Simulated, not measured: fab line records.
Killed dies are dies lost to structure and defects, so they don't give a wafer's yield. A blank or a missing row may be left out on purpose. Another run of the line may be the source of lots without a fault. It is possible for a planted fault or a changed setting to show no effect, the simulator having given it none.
fab line records :: flow n5_finfet
record
  lots=3
  wafers=9
  last_day=18
route steps=1938 shown MOL_CONTACT_COAG@629 BEOL_M0_SAQP@632 BEOL_M0_CUTY@710 BEOL_M4@1111 PASSIVATION@1936
lots with no fault: from the same line, run without faults
start_h: hours from the record's opening day to when the first of the lot's shown wafers began :: wait_h: hours from the lot's prior step to this one :: " as in the row above :: L1.1+2: a row that stands for several wafers :: - no value, or no start given :: * or withheld: withheld :: < > ~ a bound
route shown NAME@n: a module of which the file shows steps, and the number in the route of the first :: usual: average and standard deviation across the fault-free wafers :: same: alike in all rows :: chamber/n: place in a boat :: sites: per-site readings :: _std_site: how widely they spread, as a standard deviation :: _edge_site: inner sites' mean taken away from outer sites' mean :: radius_mm: how far each site lies from the wafer's centre :: mask NAME#n: copy n :: behind: the most recent tool/chamber to have shaped the wafer :: hold: why the lot was held/for how many hours/how that ended :: device: which transistor (n, p or np) failed to switch :: end of line: at the end of the route, the tests of the same wafers :: where a step has no rows: the recipe by itself :: killed: not the wafer's yield, but the dies lost to structure and defects at the first sort :: map: the dies of a wafer, with x for killed, . for not killed, _ for no die there
set.NAME: the setting that was run; set.NAME@STEP: the one run at that earlier step :: model.NAME: the simulator's own value behind a step, which no gauge read
certain route steps with their lots: each step a table, each wafer a row
services: when a tool's chamber went out of use (start_h, in hours from the record's first day, below 0 if earlier), for how many hours, and the reason
## steps
# step N5_MOL_CONTACT_COAG_ANNEAL_112
# recipe
  temp_c=400
  time_s=1800
  ambient=HPD2
  pressure_atm=10
# step N5_BEOL_M0_SAQP_PECVD_00
# recipe
  material=SiCN
  target_thk_a=80
  temp_c=withheld
  precursor=3MS/NH3
  pressure_torr=3
  rf_w=202
  time_s=14
# step N5_BEOL_M0_SAQP_ILD_DEP_01
# recipe
  material=SiOC
  target_thk_a=454.19
  temp_c=350
  precursor=DEMS/O2
  pressure_torr=5
  rf_w=500
  time_s=8.7
# step N5_BEOL_M0_SAQP_HM_DEP_02
# recipe
  material=TiN
  target_thk_a=120
  temp_c=25
  chamber_pressure_pa=0.49996
# step N5_BEOL_M0_SAQP_PECVD_03
# recipe
  material=SiCN
  target_thk_a=120
  temp_c=withheld
  precursor=3MS/NH3
  pressure_torr=3
  rf_w=202
  time_s=21.1
# step N5_BEOL_M0_SAQP_PECVD_96
# recipe
  material=a-Si
  target_thk_a=450
  temp_c=350
  precursor=SiH4/He
  pressure_torr=3
  rf_w=100
  time_s=45.2
# step N5_BEOL_M0_SAQP_PECVD_97
# recipe
  material=SiNx
  target_thk_a=230
  temp_c=350
  precursor=SiH4/NH3/N2
  pressure_torr=1.5
  rf_w=300
  time_s=19.9
# step N5_BEOL_M0_SAQP_PECVD_04
# recipe
  material=a-Si
  target_thk_a=600
  temp_c=350
  precursor=SiH4/He
  pressure_torr=3
  rf_w=100
  time_s=60.2
# step N5_BEOL_M0_SAQP_HM_DEP_111
# recipe
  material=SiO2
  target_thk_a=120
  temp_c=400
  precursor=SiH4/N2O
  pressure_torr=0.75
  rf_w=275
  time_s=7.2
# usual
  heater_power_w=754/90
  showerhead_plenum_p_Torr=8.18/0.14
lot.wafer: L821.1
tool: pecvd-04
chamber: 2
start_h: 151.18
wait_h: 0.0
heater_power_w: 593
showerhead_plenum_p_Torr: 8.01

lot.wafer: L821.5
tool: pecvd-04
chamber: 1
start_h: 151.18
wait_h: 0.0
heater_power_w: 731
showerhead_plenum_p_Torr: 8.32

lot.wafer: L821.6
tool: pecvd-04
chamber: 2
start_h: 151.18
wait_h: 0.0
heater_power_w: 587
showerhead_plenum_p_Torr: 8.03

lot.wafer: L832.1
tool: pecvd-03
chamber: 0
start_h: 235.10
wait_h: 0.0
heater_power_w: 677
showerhead_plenum_p_Torr: 8.29

lot.wafer: L832.4
tool: pecvd-03
chamber: 0
start_h: 235.10
wait_h: 0.0
heater_power_w: 681
showerhead_plenum_p_Torr: 8.31

lot.wafer: L832.5
tool: pecvd-03
chamber: 1
start_h: 235.10
wait_h: 0.0
heater_power_w: 853
showerhead_plenum_p_Torr: 8.12

lot.wafer: L825.1
tool: pecvd-04
chamber: 1
start_h: 235.46
wait_h: 0.0
heater_power_w: 744
showerhead_plenum_p_Torr: 8.32

lot.wafer: L825.2
tool: pecvd-04
chamber: 0
start_h: 235.46
wait_h: 0.0
heater_power_w: 687
showerhead_plenum_p_Torr: 8.25

lot.wafer: L825.6
tool: pecvd-04
chamber: 0
start_h: 235.46
wait_h: 0.0
heater_power_w: 702
showerhead_plenum_p_Torr: 8.24
# step N5_BEOL_M0_SAQP_COAT_81
# recipe
  resist=SOC
  temp_c=250
  time_s=60
  spin_rpm=1500
  resist_thk_nm=100
# step N5_BEOL_M0_SAQP_COAT_82
# recipe
  resist=SiARC
  temp_c=220
  time_s=60
  spin_rpm=1500
  resist_thk_nm=30
# step N5_BEOL_M0_SAQP_COAT_08
# recipe
  resist=CAR-ArF
  spin_rpm=1500
  resist_thk_nm=90
# step N5_BEOL_M0_SAQP_EBR_10
# recipe
  solvent=PGMEA
  ebr_width_mm=1.5
# step N5_BEOL_M0_SAQP_SOFTBAKE_09
# recipe
  temp_c=110
  time_s=60
  resist=CAR-ArF
# step N5_BEOL_M0_SAQP_EXPOSE_11
# recipe
  mask_id=M0_CORE
  na=1.35
  source_shape=dipole
  sigma_inner=0.538
  sigma_outer=0.738
  polarization=te
  target_cd_nm=42
  dose_mj=55
# step N5_BEOL_M0_SAQP_PEB_12
# recipe
  peb_temp_c=withheld
  peb_time_s=60
  resist=CAR-ArF
# step N5_BEOL_M0_SAQP_DEVELOP_13
# recipe
  develop_time_s=30
  developer=TMAH
  resist=CAR-ArF
  dev_temp_c=23
  rinse_liquid=diw
  dry=air_spin
# step N5_BEOL_M0_SAQP_DESCUM_19
# recipe
  chemistry=O2
  time_s=7.9
  source_power_w=50
  bias_power_w=20
  pressure_mtorr=20
  rf_frequency_hz=2.712e+07
  temp_c=40
  resist=CAR-ArF
  o2_flow_sccm=225
# step N5_BEOL_M0_SAQP_ETCH_83
# recipe
  chemistry=CF4
  target=SiARC
  target_depth_a=390
  mask_material=CAR-ArF
  time_s=65
  ion_energy_ev=80
  pressure_mtorr=40
  source_w=545
  bias_w=36
  Ar_flow_sccm=100
  cf4_flow_sccm=100
  ends=cleared
# step N5_BEOL_M0_SAQP_ETCH_84
# recipe
  chemistry=N2/H2
  target=SOC
  target_depth_a=1000
  overetch_a=200
  mask_material=SiARC
  temp_c=40
  time_s=150
  ion_energy_ev=200
  pressure_mtorr=30
  source_w=840
  bias_w=150
  n2_flow_sccm=200
  h2_flow_sccm=200
# step N5_BEOL_M0_SAQP_STRIP_80
# recipe
  chemistry=N2/H2
  temp_c=40
  n2_flow_sccm=200
  h2_flow_sccm=200
  rf_frequency_hz=6e+07
# step N5_BEOL_M0_SAQP_HM_OPEN_112
# recipe
  chemistry=CHF3/O2
  target=SiO2
  stop_on=a-Si
  target_depth_a=120
  over_etch_frac=1.25
  mask_material=SOC
  time_s=13.5
  pressure_mtorr=30
  source_w=650
  bias_w=170
  Ar_flow_sccm=200
  CHF3_flow_sccm=50
  O2_flow_sccm=5
  ion_energy_ev=200
  ends=end_point
# step N5_BEOL_M0_SAQP_STRIP_113
# recipe
  chemistry=CHF3/O2
  resist=SiARC
  rf_frequency_hz=6e+07
# step N5_BEOL_M0_SAQP_MANDREL_ETCH_20
# recipe
  target_depth_a=600
  chemistry=HBr/Cl2
  target=a-Si
  stop_on=SiNx
  bt_time_s=10
  mask_material=SOC
  over_etch_frac=0.5
  time_s=30
  pressure_mtorr=10
  icp_w=800
  bias_w=75
  HBr_flow_sccm=150
  Cl2_flow_sccm=80
  ends=end_point
# step N5_BEOL_M0_SAQP_STRIP_86
# recipe
  chemistry=N2/H2
  power_w=500
  temp_c=40
  pressure_mtorr=50
  rf_frequency_hz=6e+07
  overash_fraction=0.3
  bias_power_w=28
  h2_frac=0.5
  n2_flow_sccm=300
  h2_flow_sccm=300
# step N5_BEOL_M0_SAQP_STRIP_115
# recipe
  chemistry=post_etch_residue_remover
  time_s=60
  temp_c=25
  remover_ph=withheld
  remover_water_wt_pct=withheld
  remover_fluoride_wt_pct=withheld
# step N5_BEOL_M0_SAQP_SRD_93
# recipe
  dry=ipa_marangoni
  time_s=30
  temp_c=23
  rinse_liquid=diw
# step N5_BEOL_M0_SAQP_RECESS_114
# recipe
  chemistry=HF/NH3
  target=SiO2
  target_depth_a=144
  afs_cycles=3
  temp_c=30
  sublimation_temp_c=180
  sublimation_time_s=60
# step N5_BEOL_M0_SAQP_SPACER1_ALD_98
# recipe
  material=SiO2
  target_thk_a=128
  temp_c=300
  ald_precursor_family=BDEAS
  ald_co_reactant=O2-plasma
  pulse_time_s=1
  purge_time_s=2
  co_reactant_purge_time_s=2
  ald_cycles=138
  pressure_torr=2
# step N5_BEOL_M0_SAQP_SPACER1_ETCHBACK_99
# recipe
  chemistry=CHF3/O2
  mode=anisotropic_etchback
  target=SiO2
  target_depth_a=154
  time_s=7.7
  pressure_mtorr=30
  source_w=650
  bias_w=170
  Ar_flow_sccm=200
  CHF3_flow_sccm=50
  O2_flow_sccm=5
  ion_energy_ev=200
# step N5_BEOL_M0_SAQP_MANDREL1_REMOVE_100
# recipe
  chemistry=HBr/Cl2/O2
  bt_time_s=10
  target=a-Si
  stop_on=SiNx
  endpoint=OES-SiCl
  over_etch_frac=0.85
  icp_w=600
  bias_w=30
  HBr_flow_sccm=150
  Cl2_flow_sccm=80
  O2_flow_sccm=5
  pressure_mtorr=10
# step N5_BEOL_M0_SAQP_ETCH_101
# recipe
  chemistry=CH3F/O2
  target=SiNx
  mask_material=SiO2
  target_depth_a=299
  time_s=42.7
  pressure_mtorr=30
  source_w=395
  bias_w=73
  Ar_flow_sccm=150
  CH3F_flow_sccm=30
  O2_flow_sccm=20
  ion_energy_ev=120
# step N5_BEOL_M0_SAQP_ETCH_102
# recipe
  chemistry=CF4
  target=SiO2
  target_depth_a=40
  ion_energy_ev=350
  time_s=4.4
  pressure_mtorr=10
  icp_w=800
  bias_w=400
  cf4_flow_sccm=80
# step N5_BEOL_M0_SAQP_MANDREL_ETCH_103
# recipe
  chemistry=HBr/Cl2
  target=a-Si
  target_depth_a=450
  bt_time_s=10
  stop_on=SiCN
  mask_material=SiO2
  over_etch_frac=0.8
  time_s=27
  pressure_mtorr=10
  icp_w=800
  bias_w=75
  HBr_flow_sccm=150
  Cl2_flow_sccm=80
  ends=end_point
# step N5_BEOL_M0_CUTY_INSPECT_59
# recipe
  mode=adi
  inspect_instrument=macro
# usual
  raw_defect_count=2.1/1.4
lot.wafer: L821.1
tool: defect_inspect-02
chamber: -
start_h: 157.36
wait_h: 0.0
raw_defect_count: 6

lot.wafer: L821.5
tool: defect_inspect-02
chamber: -
start_h: 157.36
wait_h: 0.0
raw_defect_count: 2

lot.wafer: L821.6
tool: defect_inspect-02
chamber: -
start_h: 157.36
wait_h: 0.0
raw_defect_count: 4

lot.wafer: L832.1
tool: defect_inspect-01
chamber: -
start_h: 245.96
wait_h: 0.0
raw_defect_count: 3

lot.wafer: L832.4
tool: defect_inspect-01
chamber: -
start_h: 245.96
wait_h: 0.0
raw_defect_count: 3

lot.wafer: L832.5
tool: defect_inspect-01
chamber: -
start_h: 245.96
wait_h: 0.0
raw_defect_count: 4

lot.wafer: L825.1
tool: defect_inspect-01
chamber: -
start_h: 246.39
wait_h: 0.0
raw_defect_count: 256

lot.wafer: L825.2
tool: defect_inspect-01
chamber: -
start_h: 246.39
wait_h: 0.0
raw_defect_count: 0

lot.wafer: L825.6
tool: defect_inspect-01
chamber: -
start_h: 246.39
wait_h: 0.0
raw_defect_count: 1
# step N5_BEOL_M4_RC_MEAS_101
# usual
  DIBL_N=36.3/1.9
  DIBL_P=36.0/2.1
  IOFF_N=0.16/0.031
  IOFF_P=0.21/0.035
  ION_N=675/14
  ION_P=464/8.5
  SS_N=71.5/0.6
  SS_P=73.3/0.72
  VT_N=250/3.2
  VT_P=-250/3.1
lot.wafer: L821.1
tool: prober-01
chamber: 0
start_h: 202.07
wait_h: 0.0
DIBL_N[mV/V]: 35.2
DIBL_P[mV/V]: 33.3
IOFF_N[nA/um]: 0.12
IOFF_P[nA/um]: 0.19
ION_N[uA/um]: 659
ION_P[uA/um]: 456
SS_N[mV/dec]: 70.8
SS_P[mV/dec]: 72.1
VT_N[mV]: 254
VT_P[mV]: -252

lot.wafer: L821.5
tool: prober-01
chamber: 0
start_h: 202.07
wait_h: 0.0
DIBL_N[mV/V]: 32.8
DIBL_P[mV/V]: 31.5
IOFF_N[nA/um]: 0.10
IOFF_P[nA/um]: 0.16
ION_N[uA/um]: 649
ION_P[uA/um]: 459
SS_N[mV/dec]: 70.4
SS_P[mV/dec]: 72.3
VT_N[mV]: 258
VT_P[mV]: -250

lot.wafer: L821.6
tool: prober-01
chamber: 0
start_h: 202.07
wait_h: 0.0
DIBL_N[mV/V]: 33.5
DIBL_P[mV/V]: 32.0
IOFF_N[nA/um]: 0.10
IOFF_P[nA/um]: 0.17
ION_N[uA/um]: 651
ION_P[uA/um]: 460
SS_N[mV/dec]: 71.2
SS_P[mV/dec]: 72.0
VT_N[mV]: 256
VT_P[mV]: -251

lot.wafer: L832.1
tool: prober-01
chamber: 0
start_h: 320.86
wait_h: 0.0
DIBL_N[mV/V]: 35.8
DIBL_P[mV/V]: 37.3
IOFF_N[nA/um]: 0.17
IOFF_P[nA/um]: 0.23
ION_N[uA/um]: 676
ION_P[uA/um]: 462
SS_N[mV/dec]: 71.7
SS_P[mV/dec]: 73.7
VT_N[mV]: 249
VT_P[mV]: -248

lot.wafer: L832.4
tool: prober-01
chamber: 0
start_h: 320.86
wait_h: 0.0
DIBL_N[mV/V]: 35.9
DIBL_P[mV/V]: 37.6
IOFF_N[nA/um]: 0.17
IOFF_P[nA/um]: 0.23
ION_N[uA/um]: 662
ION_P[uA/um]: 460
SS_N[mV/dec]: 71.7
SS_P[mV/dec]: 74.1
VT_N[mV]: 251
VT_P[mV]: -249

lot.wafer: L832.5
tool: prober-01
chamber: 0
start_h: 320.86
wait_h: 0.0
DIBL_N[mV/V]: 36.2
DIBL_P[mV/V]: 36.0
IOFF_N[nA/um]: 0.17
IOFF_P[nA/um]: 0.21
ION_N[uA/um]: 665
ION_P[uA/um]: 456
SS_N[mV/dec]: 72.4
SS_P[mV/dec]: 73.4
VT_N[mV]: 251
VT_P[mV]: -252

lot.wafer: L825.1
tool: prober-01
chamber: 0
start_h: 326.65
wait_h: 0.0
DIBL_N[mV/V]: 35.8
DIBL_P[mV/V]: 34.8
IOFF_N[nA/um]: 0.16
IOFF_P[nA/um]: 0.22
ION_N[uA/um]: 689
ION_P[uA/um]: 470
SS_N[mV/dec]: 71.8
SS_P[mV/dec]: 72.6
VT_N[mV]: 247
VT_P[mV]: -246

lot.wafer: L825.2
tool: prober-01
chamber: 0
start_h: 326.65
wait_h: 0.0
DIBL_N[mV/V]: 35.5
DIBL_P[mV/V]: 34.5
IOFF_N[nA/um]: 0.15
IOFF_P[nA/um]: 0.20
ION_N[uA/um]: 668
ION_P[uA/um]: 456
SS_N[mV/dec]: 72.2
SS_P[mV/dec]: 72.9
VT_N[mV]: 249
VT_P[mV]: -249

lot.wafer: L825.6
tool: prober-01
chamber: 0
start_h: 326.65
wait_h: 0.0
DIBL_N[mV/V]: 36.1
DIBL_P[mV/V]: 37.3
IOFF_N[nA/um]: 0.18
IOFF_P[nA/um]: 0.26
ION_N[uA/um]: 683
ION_P[uA/um]: 474
SS_N[mV/dec]: 71.6
SS_P[mV/dec]: 72.8
VT_N[mV]: 247
VT_P[mV]: -248
# step N5_PASSIVATION_PROBE_49
# usual
  defect_limited_yield=91.0/1.5
  killed_at_M0_to_M3=32/9.6
  killed_at_M4_up=13/4.7
  killed_at_contacts=13/7.2
  killed_at_front_end=44/13
  killed_at_other=4/3.4
  killed_dies=106/18
  killed_on_rim=14/4.2
  killed_open=70/13
  killed_short=35/8
  sort_bin_5_function=5.3/0.97
  sort_bin_6_memory=3.4/0.73
  sort_n_pass=1074/18
  sort_yield_pct=91.0/1.5
# same
  gross_dies=1180
  killed_at_back_side=0
  sort_bin_4_leakage[%]=0
  sort_bin_8_speed[%]=0
lot.wafer: L821.1
tool: prober-02
chamber: -
start_h: 278.60
wait_h: 0.0
defect_limited_yield[%]: 92.9
killed_at_M0_to_M3: 20
killed_at_M4_up: 11
killed_at_contacts: 11
killed_at_front_end: 41
killed_at_other: 1
killed_dies: 84
killed_on_rim: 11
killed_open: 58
killed_short: 26
sort_bin_5_function[%]: 4.8
sort_bin_6_memory[%]: 2.2
sort_n_pass: 1096
sort_yield_pct[%]: 92.9

lot.wafer: L821.5
tool: prober-02
chamber: -
start_h: 278.80
wait_h: 0.2
defect_limited_yield[%]: 90.5
killed_at_M0_to_M3: 37
killed_at_M4_up: 10
killed_at_contacts: 15
killed_at_front_end: 47
killed_at_other: 3
killed_dies: 112
killed_on_rim: 12
killed_open: 83
killed_short: 29
sort_bin_5_function[%]: 5.3
sort_bin_6_memory[%]: 4.2
sort_n_pass: 1068
sort_yield_pct[%]: 90.5

lot.wafer: L821.6
tool: prober-02
chamber: -
start_h: 278.85
wait_h: 0.3
defect_limited_yield[%]: 92.1
killed_at_M0_to_M3: 35
killed_at_M4_up: 3
killed_at_contacts: 10
killed_at_front_end: 42
killed_at_other: 3
killed_dies: 93
killed_on_rim: 14
killed_open: 64
killed_short: 29
sort_bin_5_function[%]: 5.0
sort_bin_6_memory[%]: 2.5
sort_n_pass: 1087
sort_yield_pct[%]: 92.1

lot.wafer: L832.1
tool: prober-01
chamber: -
start_h: 432.84
wait_h: 0.1
defect_limited_yield[%]: 90.5
killed_at_M0_to_M3: 29
killed_at_M4_up: 16
killed_at_contacts: 22
killed_at_front_end: 43
killed_at_other: 2
killed_dies: 112
killed_on_rim: 11
killed_open: 73
killed_short: 38
sort_bin_5_function[%]: 5.9
sort_bin_6_memory[%]: 3.3
sort_n_pass: 1068
sort_yield_pct[%]: 90.5

lot.wafer: L832.4
tool: prober-01
chamber: -
start_h: 432.99
wait_h: 0.3
defect_limited_yield[%]: 92.5
killed_at_M0_to_M3: 28
killed_at_M4_up: 17
killed_at_contacts: 15
killed_at_front_end: 28
killed_at_other: 0
killed_dies: 88
killed_on_rim: 12
killed_open: 60
killed_short: 25
sort_bin_5_function[%]: 4.2
sort_bin_6_memory[%]: 3.2
sort_n_pass: 1092
sort_yield_pct[%]: 92.5

lot.wafer: L832.5
tool: prober-01
chamber: -
start_h: 433.04
wait_h: 0.3
defect_limited_yield[%]: 91.2
killed_at_M0_to_M3: 33
killed_at_M4_up: 17
killed_at_contacts: 15
killed_at_front_end: 38
killed_at_other: 1
killed_dies: 104
killed_on_rim: 20
killed_open: 65
killed_short: 37
sort_bin_5_function[%]: 5.2
sort_bin_6_memory[%]: 3.1
sort_n_pass: 1076
sort_yield_pct[%]: 91.2

lot.wafer: L825.1
tool: prober-02
chamber: -
start_h: 442.10
wait_h: 0.0
defect_limited_yield[%]: 83.6
killed_at_M0_to_M3: 107
killed_at_M4_up: 14
killed_at_contacts: 21
killed_at_front_end: 50
killed_at_other: 1
killed_dies: 193
killed_on_rim: 27
killed_open: 78
killed_short: 37
sort_bin_5_function[%]: 10.2
sort_bin_6_memory[%]: 4.4
sort_n_pass: 987
sort_yield_pct[%]: 83.6

lot.wafer: L825.2
tool: prober-02
chamber: -
start_h: 442.15
wait_h: 0.1
defect_limited_yield[%]: 91.5
killed_at_M0_to_M3: 24
killed_at_M4_up: 15
killed_at_contacts: 19
killed_at_front_end: 40
killed_at_other: 2
killed_dies: 100
killed_on_rim: 16
killed_open: 66
killed_short: 26
sort_bin_5_function[%]: 4.2
sort_bin_6_memory[%]: 3.6
sort_n_pass: 1080
sort_yield_pct[%]: 91.5

lot.wafer: L825.6
tool: prober-02
chamber: -
start_h: 442.35
wait_h: 0.3
defect_limited_yield[%]: 88.5
killed_at_M0_to_M3: 29
killed_at_M4_up: 29
killed_at_contacts: 28
killed_at_front_end: 45
killed_at_other: 5
killed_dies: 136
killed_on_rim: 25
killed_open: 98
killed_short: 32
sort_bin_5_function[%]: 7.5
sort_bin_6_memory[%]: 3.3
sort_n_pass: 1044
sort_yield_pct[%]: 88.5
# killed by level:class
L821.1 MOL_CONTACT_COAG:geometric_particle:open=11 STI_FIN_REVEAL:geometric_particle:open=10 FIN_SAQP:geometric_particle:open=5 ILD0:geometric_particle:short=5 BEOL_M0:geometric_particle:open=5 BEOL_M0_SAQP:geometric_particle:short=4 DUMMY_GATE:geometric_particle:open=3 BEOL_M3:geometric_particle:open=3
L821.5 STI_FIN_REVEAL:geometric_particle:open=12 MOL_CONTACT_COAG:geometric_particle:open=12 FIN_SAQP:geometric_particle:open=8 BEOL_M0_SAQP:geometric_particle:short=7 STARTING-WAFER:geometric_particle:open=6 BEOL_M1:geometric_particle:open=6 BEOL_M2:geometric_particle:open=6 BEOL_M0_SAQP:geometric_particle:open=5
L821.6 FIN_SAQP:geometric_particle:open=14 BEOL_M1:geometric_particle:open=12 STI_FIN_REVEAL:geometric_particle:open=7 MOL_CONTACT_COAG:geometric_particle:open=7 BEOL_M2:geometric_particle:open=7 GATE_CUT:geometric_particle:short=4 BEOL_M0_SAQP:geometric_particle:short=4 BEOL_M0_SAQP:geometric_particle:open=3
L832.1 MOL_CONTACT_COAG:geometric_particle:open=18 FIN_SAQP:geometric_particle:short=12 BEOL_M4:geometric_particle:open=9 BEOL_M2:geometric_particle:open=7 BEOL_M0_SAQP:geometric_particle:open=6 FIN_SAQP:geometric_particle:open=5 DUMMY_GATE:geometric_particle:open=5 BEOL_M1:geometric_particle:open=5
L832.4 MOL_CONTACT_COAG:geometric_particle:open=14 BEOL_M3:geometric_particle:open=11 FIN_SAQP:geometric_particle:short=10 BEOL_M4:geometric_particle:open=8 BEOL_M0_SAQP:geometric_particle:open=5 BEOL_M2:geometric_particle:open=5 FIN_SAQP:geometric_particle:open=4 STI_FIN_REVEAL:geometric_particle:open=4
L832.5 BEOL_M0_SAQP:geometric_particle:short=12 MOL_CONTACT_COAG:geometric_particle:open=10 FIN_SAQP:geometric_particle:open=9 BEOL_M4:geometric_particle:open=7 FIN_SAQP:geometric_particle:short=6 BEOL_M0_SAQP:geometric_particle:open=6 BEOL_M5:geometric_particle:open=6 DUMMY_GATE:geometric_particle:open=5
L825.1 BEOL_M0_SAQP:unspecified=71 FIN_SAQP:geometric_particle:open=17 MOL_CONTACT_COAG:geometric_particle:open=15 FIN_SAQP:geometric_particle:short=12 BEOL_M0_SAQP:geometric_particle:open=10 BEOL_M4:geometric_particle:open=10 MOL_CONTACT_COAG:geometric_particle:short=6 BEOL_M0_SAQP:geometric_particle:short=6
L825.2 FIN_SAQP:geometric_particle:open=15 MOL_CONTACT_COAG:geometric_particle:open=14 BEOL_M4:geometric_particle:open=10 HKMG_FIN:area_etch=7 BEOL_M0_SAQP:geometric_particle:short=6 MOL_CONTACT_COAG:geometric_particle:short=5 BEOL_M0_SAQP:geometric_particle:open=5 FIN_SAQP:geometric_particle:short=4
L825.6 MOL_CONTACT_COAG:geometric_particle:open=22 BEOL_M4:geometric_particle:open=18 FIN_SAQP:geometric_particle:open=10 DUMMY_GATE:geometric_particle:open=9 BEOL_M0_SAQP:geometric_particle:short=9 BEOL_M1:geometric_particle:open=7 MOL_CONTACT_COAG:geometric_particle:short=6 HKMG_FIN:area_etch=6
# map L825.1 (x killed, . not)
_________________xxxxxxxxxxxx________________
______________.xxxxxxxxxxxxxx..._____________
___________.....xxxxxxxxxxx.xx.....__________
__________....x..x.x.xxxxxxxx..x...._________
________.......x.xxx..xxx...x.....x..._______
_______............x.xxxxxx...x........______
______..............xxx................._____
_____...x...x......xxxx..................____
____........x...x.....x..........x......xx___
___............x......x.........x..........__
___.x.....x.xxx..........x..x........x.....__
__..........x..x.....x....xx................_
__..x..x.........x.........................._
_x......x.............x..x........xx.........
_....xx.....x.x...x..x.....x.x.......x..x..x.
_.........x.x.x.x...............xx.x......x..
_..x............x.......xx...................
_.......x......x...........................x.
_...x........x......x...x.............x......
_................x....x.......x....x.........
_....x.................x..................x..
__......x............x.........x............_
__.x.x...x...x...........x.....x...x...x.x.._
___..x.....x..x..................x....x...x__
___.x......................................__
____.......x.........x..x.x..............x___
_____..x.....................xx....x.x...____
______.................x................_____
_______.......x....xx..................______
________..x.....x............xx.x....._______
__________...x........x....xx......._________
___________..x.........x.....x.....__________
______________.................x_____________
_________________...x........________________
# map L821.5 (x killed, . not)
_________________............________________
______________..x.........x....._____________
___________.........x..............__________
__________x.x..........x............_________
________......x..................xx..._______
_______.x......x.x.....x.......x.......______
______x................................._____
_____..........x...x..........x..x.......____
____....x..x..x............x....x.........___
___........x......x..........x...x.....x...__
___...............xx........x.x...........x__
__..............x...x.......x..............._
__.xxx...x......x................x.........._
_.......x.x.......x..........................
_..x................x.............x....x.....
_................x.......x.............x.x...
_x.........x..x..........x...................
_.....x..x.....x.............x...............
_.......x........x..........x....x...........
_x...x..........xx........................x..
_...x............x...........................
__...............x....x.........x..........x_
__...........x.............x........x......._
___...x..x............................xx...__
___...x.....x...x..........x..x............__
____.....................x.....x.x......x.___
_____.............x.xx...................____
______.....x.........x......x..........x_____
_______...........x.............x......______
________......x.............x........._______
__________..xx......x..............._________
___________...............x........__________
______________....x....x........_____________
_________________......x...x.________________
## services
tool: pecvd-04
chamber: 0
start_h: 128.16
hours: 4.9
kind: repair

tool: pecvd-04
chamber: 2
start_h: 129.89
hours: 5.5
kind: scheduled_down

tool: pecvd-03
chamber: 2
start_h: 145.82
hours: 5.5
kind: scheduled_down

tool: pecvd-03
chamber: 0
start_h: 158.99
hours: 5.5
kind: scheduled_down

tool: pecvd-04
chamber: 2
start_h: 191.56
hours: 2.1
kind: scheduled_down

tool: pecvd-04
chamber: 2
start_h: 202.38
hours: -
kind: clean

tool: pecvd-04
chamber: 2
start_h: 202.38
hours: -
kind: consumable_replace:showerhead

tool: pecvd-04
chamber: 2
start_h: 202.38
hours: 29.0
kind: scheduled_down

tool: pecvd-04
chamber: 2
start_h: 202.38
hours: 29.0
kind: vent_cycle

tool: pecvd-03
chamber: 1
start_h: 210.14
hours: 2.1
kind: scheduled_down
## key
first_sign
  step=N5_BEOL_M0_CUTY_INSPECT_59
  reading=raw_defect_count
  direction=up
  sigmas=99+
  usual=2.1
  struck=256
effect
  step=N5_PASSIVATION_PROBE_49
  reading=killed_at_M0_to_M3
  direction=up
  sigmas=7.9
  usual=32
  struck=107
more_kills_born_at
  N5_BEOL_M0_SAQP_HM_DEP_111@pecvd-04=71
met_at N5_BEOL_M0_SAQP_HM_DEP_111
struck_wafers L825.1
onset_between 151.18 235.46
fault
  kind=chamber_particle_source
  tool=pecvd-04
  chamber=1
  onset_h=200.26
  steps=N5_BEOL_M0_SAQP_HM_DEP_111
  rate_per_visit_cm2=0.37881
  end_h=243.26
